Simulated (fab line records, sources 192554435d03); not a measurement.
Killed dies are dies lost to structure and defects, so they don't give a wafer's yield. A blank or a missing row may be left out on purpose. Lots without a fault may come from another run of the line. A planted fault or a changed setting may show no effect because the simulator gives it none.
Chamber matching | flow n5_finfet | N5_HKMG_FIN_ETCH_54 on rie_diel-02: 4 sister chambers
The step etches SiARC in CF4, target depth 45.5 nm, time 75.8 s. 7 wafers are shown with their chamber, then 8 later ones without.

WAFERS WITH THEIR CHAMBER
wafer  | chamber | showerhead_plenum_p_Torr (Torr) | throttle_valve_pct (%)
L080.5 | 0       | 2.03                            | 15.80
L082.4 | 1       | 2.17                            | 15.34
L084.2 | 3       | 2.13                            | 15.64
L085.3 | 2       | 2.11                            | 15.32
L085.4 | 3       | 2.13                            | 15.65
L085.5 | 1       | 2.16                            | 15.37
L090.3 | 2       | 2.11                            | 15.30

WAFERS WITHOUT THEIR CHAMBER
wafer  | showerhead_plenum_p_Torr (Torr) | throttle_valve_pct (%)
L090.5 | 2.13                            | 15.66
L090.6 | 2.28                            | 15.30
L093.2 | 2.13                            | 15.70
L093.3 | 2.28                            | 15.32
L093.4 | 2.11                            | 15.33
L094.4 | 2.16                            | 15.42
L094.5 | 2.16                            | 15.43
L094.6 | 2.28                            | 15.31

WHICH CHAMBER EACH WENT THROUGH
wafer  | from the rows above | in truth
L090.5 | 3                   | 3
L090.6 | 1                   | 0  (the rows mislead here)
L093.2 | 3                   | 3
L093.3 | 1                   | 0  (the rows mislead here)
L093.4 | 2                   | 2
L094.4 | 1                   | 1
L094.5 | 1                   | 1
L094.6 | 1                   | 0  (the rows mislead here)
Placed correctly: 5 of 8. Can't be placed from these rows: 0. Placed wrongly: 3.
How it was worked out, from the rows above alone: a wafer's distance from a chamber is the root of the sum, over the readings, of the square of ((its reading less the chamber's mean) divided by the reading's scatter). The wafer belongs to the nearest chamber; if the next one is less than 2 further off, it can't be placed. A chamber's mean is the mean of its shown wafers. The scatter: the root of (the sum of the squares of (reading less its chamber's mean) over the shown wafers, divided by (wafers less chambers)).
